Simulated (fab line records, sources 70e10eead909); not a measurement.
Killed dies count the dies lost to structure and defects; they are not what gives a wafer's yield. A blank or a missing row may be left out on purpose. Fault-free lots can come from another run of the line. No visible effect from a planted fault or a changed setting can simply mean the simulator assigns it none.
Chamber matching | flow nand-harc | 4 sister chambers for NHARC_A_M1_DESCUM_14 on rie-diel-04
The step chemistry O2, time 3 s. 30 wafers are shown with their chamber, then 12 later ones without.

EACH WAFER AND ITS CHAMBER
wafer  | chamber | showerhead-plenum-p-Torr (Torr) | drypump-motor-current-A (A) | oes-product-au (a.u.)
L074.1 | 2       | 2.00                            | 5.9                         | 0.989
L074.3 | 1       | 1.82                            | 5.5                         | 1.012
L074.6 | 2       | 2.00                            | 5.9                         | 0.981
L074.2 | 0       | 1.96                            | 5.7                         | 0.991
L074.4 | 3       | 1.84                            | 5.3                         | 1.006
L074.5 | 1       | 1.82                            | 5.6                         | 1.023
L077.1 | 0       | 1.96                            | 5.7                         | 0.967
L077.4 | 0       | 1.96                            | 5.7                         | 0.980
L077.6 | 2       | 2.00                            | 5.9                         | 0.995
L078.1 | 1       | 1.82                            | 5.6                         | 1.019
L078.3 | 2       | 2.00                            | 5.9                         | 0.999
L078.5 | 1       | 1.82                            | 5.6                         | 1.023
L079.4 | 0       | 1.96                            | 5.7                         | 0.979
L079.5 | 2       | 2.00                            | 5.9                         | 0.993
L079.6 | 1       | 1.82                            | 5.6                         | 1.013
L082.1 | 2       | 2.00                            | 5.9                         | 0.995
L082.2 | 0       | 1.96                            | 5.7                         | 0.986
L082.3 | 1       | 1.82                            | 5.6                         | 1.020
L082.4 | 3       | 1.84                            | 5.3                         | 0.995
L082.5 | 0       | 1.96                            | 5.7                         | 0.982
L082.6 | 1       | 1.82                            | 5.6                         | 1.022
L085.1 | 1       | 1.82                            | 5.6                         | 1.022
L085.2 | 0       | 1.96                            | 5.7                         | 0.982
L085.6 | 0       | 1.96                            | 5.7                         | 0.981
L088.1 | 2       | 2.00                            | 5.8                         | 1.007
L088.2 | 1       | 1.82                            | 5.6                         | 1.026
L088.4 | 0       | 1.95                            | 5.7                         | 0.987
L091.1 | 0       | 1.95                            | 5.7                         | 0.997
L091.2 | 2       | 2.00                            | 5.9                         | 0.994
L091.6 | 3       | 1.84                            | 5.3                         | 0.993

SIGNATURES (means of the wafers above)
reading                  | chamber 0 | chamber 1 | chamber 2 | chamber 3 | scatter within a chamber
showerhead-plenum-p-Torr | 1.9580    | 1.8200    | 2.0000    | 1.8400    | 0.00248
drypump-motor-current-A  | 5.700     | 5.589     | 5.888     | 5.300     | 0.026
oes-product-au           | 0.98320   | 1.02000   | 0.99412   | 0.99800   | 0.0069
Rule: for a wafer and a chamber, the distance is found by dividing, reading by reading, the gap between the wafer's reading and the chamber's mean by the reading's scatter, squaring, summing and taking the root. If the next closest chamber is less than 2 further off than the closest, the wafer can't be placed; otherwise it belongs to the closest. The scatter is the square root of a quotient: the sum, over the shown wafers, of each reading's squared deviation from its chamber's mean, divided by wafers minus chambers.

WAFERS MISSING THEIR CHAMBER
wafer  | showerhead-plenum-p-Torr (Torr) | drypump-motor-current-A (A) | oes-product-au (a.u.)
L093.1 | 1.95                            | 5.7                         | 0.992
L093.2 | 2.00                            | 5.9                         | 1.011
L093.4 | 1.84                            | 5.3                         | 1.001
L093.3 | 1.82                            | 5.5                         | 1.018
L093.5 | 1.95                            | 5.7                         | 1.001
L093.6 | 1.82                            | 5.5                         | 1.021
L096.1 | 2.00                            | 5.9                         | 0.993
L096.3 | 1.82                            | 5.5                         | 1.018
L096.4 | 1.95                            | 5.7                         | 0.992
L096.2 | 1.84                            | 5.4                         | 1.001
L096.5 | 1.95                            | 5.7                         | 0.991
L096.6 | 1.82                            | 5.5                         | 1.024

EACH ONE'S CHAMBER
wafer  | from the rows above | in truth
L093.1 | 0                   | 0
L093.2 | 2                   | 2
L093.4 | 3                   | 3
L093.3 | 1                   | 1
L093.5 | 0                   | 0
L093.6 | 1                   | 1
L096.1 | 2                   | 2
L096.3 | 1                   | 1
L096.4 | 0                   | 0
L096.2 | 3                   | 3
L096.5 | 0                   | 0
L096.6 | 1                   | 1
12 of 12 placed correctly. Can't be placed from these rows: 0. 0 placed wrongly.
